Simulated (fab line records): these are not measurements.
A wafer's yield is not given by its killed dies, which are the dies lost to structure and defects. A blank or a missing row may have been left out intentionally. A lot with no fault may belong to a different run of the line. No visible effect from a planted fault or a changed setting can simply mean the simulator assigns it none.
Matching of chambers ; flow nand harc ; rie diel-04 running NHARC_A_M0_ETCH_34: 4 sister chambers
The step etches the open film in N2/H2, target depth 40 nm, overetch 12 nm, time 43.94 s. 22 wafers are shown with their chamber, then 11 later ones without.

== EACH WAFER AND ITS CHAMBER ==
wafer;chamber;drypump motor current A (A);rf vpp V (V);oes product au (a.u.)
L074.1;1;6.1;430.5;1.025
L074.3;0;5.7;428.2;1.001
L074.4;2;5.6;429.0;1.004
L075.1;3;5.4;427.4;0.986
L075.2;0;5.7;429.9;1.004
L075.6;1;6.1;430.6;1.000
L075.3;1;6.2;429.2;1.011
L075.4;2;5.5;428.0;1.008
L075.5;0;5.7;428.4;0.999
L078.1;1;6.2;429.8;1.010
L078.3;3;5.4;427.3;0.998
L078.6;3;5.4;427.8;1.001
L083.1;0;5.7;429.3;1.012
L083.2;3;5.4;427.0;0.989
L083.5;2;5.5;427.2;1.007
L084.3;2;5.5;426.7;1.004
L084.4;1;6.2;430.2;1.001
L084.5;0;5.7;430.4;0.999
L088.2;0;5.8;429.7;1.014
L088.3;1;6.2;429.9;0.998
L088.4;2;5.6;427.9;1.014
L086.1;0;5.7;428.8;1.005

SIGNATURES, as means of the wafers listed above
reading;chamber 0;chamber 1;chamber 2;chamber 3;scatter within a chamber
drypump motor current A;5.714;6.167;5.540;5.400;0.0434
rf vpp V;429.243;430.033;427.760;427.375;0.695
oes product au;1.00486;1.00750;1.00740;0.99350;0.00727
Rule: distance of a wafer from a chamber = root of the sum over the readings of ((wafer's reading minus chamber's mean) / reading's scatter) squared. If the next closest chamber is less than 2 further off than the closest, the wafer can't be placed; otherwise it belongs to the closest. How the scatter is found: for the shown wafers, subtract from each reading the mean of its chamber, square and add these, divide the total by (wafers less chambers), then take the root.

== WAFERS WITHOUT THEIR CHAMBER ==
wafer;drypump motor current A (A);rf vpp V (V);oes product au (a.u.)
L086.3;5.4;425.0;1.004
L086.5;5.5;428.3;1.013
L091.1;5.5;429.2;1.009
L091.2;6.2;431.6;1.005
L091.6;6.2;430.4;0.999
L097.1;5.4;427.5;0.995
L097.2;5.6;428.5;1.005
L097.5;5.6;428.6;1.019
L094.2;6.2;430.2;1.004
L094.4;5.6;429.9;1.003
L094.6;5.7;429.3;0.990

== WHICH CHAMBER EACH WENT THROUGH ==
wafer;from the rows above;in truth
L086.3;can't be placed: 3 or 2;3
L086.5;2;2
L091.1;can't be placed: 2 or 3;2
L091.2;1;1
L091.6;1;1
L097.1;3;3
L097.2;can't be placed: 2 or 0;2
L097.5;can't be placed: 2 or 0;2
L094.2;1;1
L094.4;can't be placed: 0 or 2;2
L094.6;0;0
Placed correctly: 6 of 11. These rows do not allow placing 5 (true chamber among the candidates in 5). 0 placed wrongly.
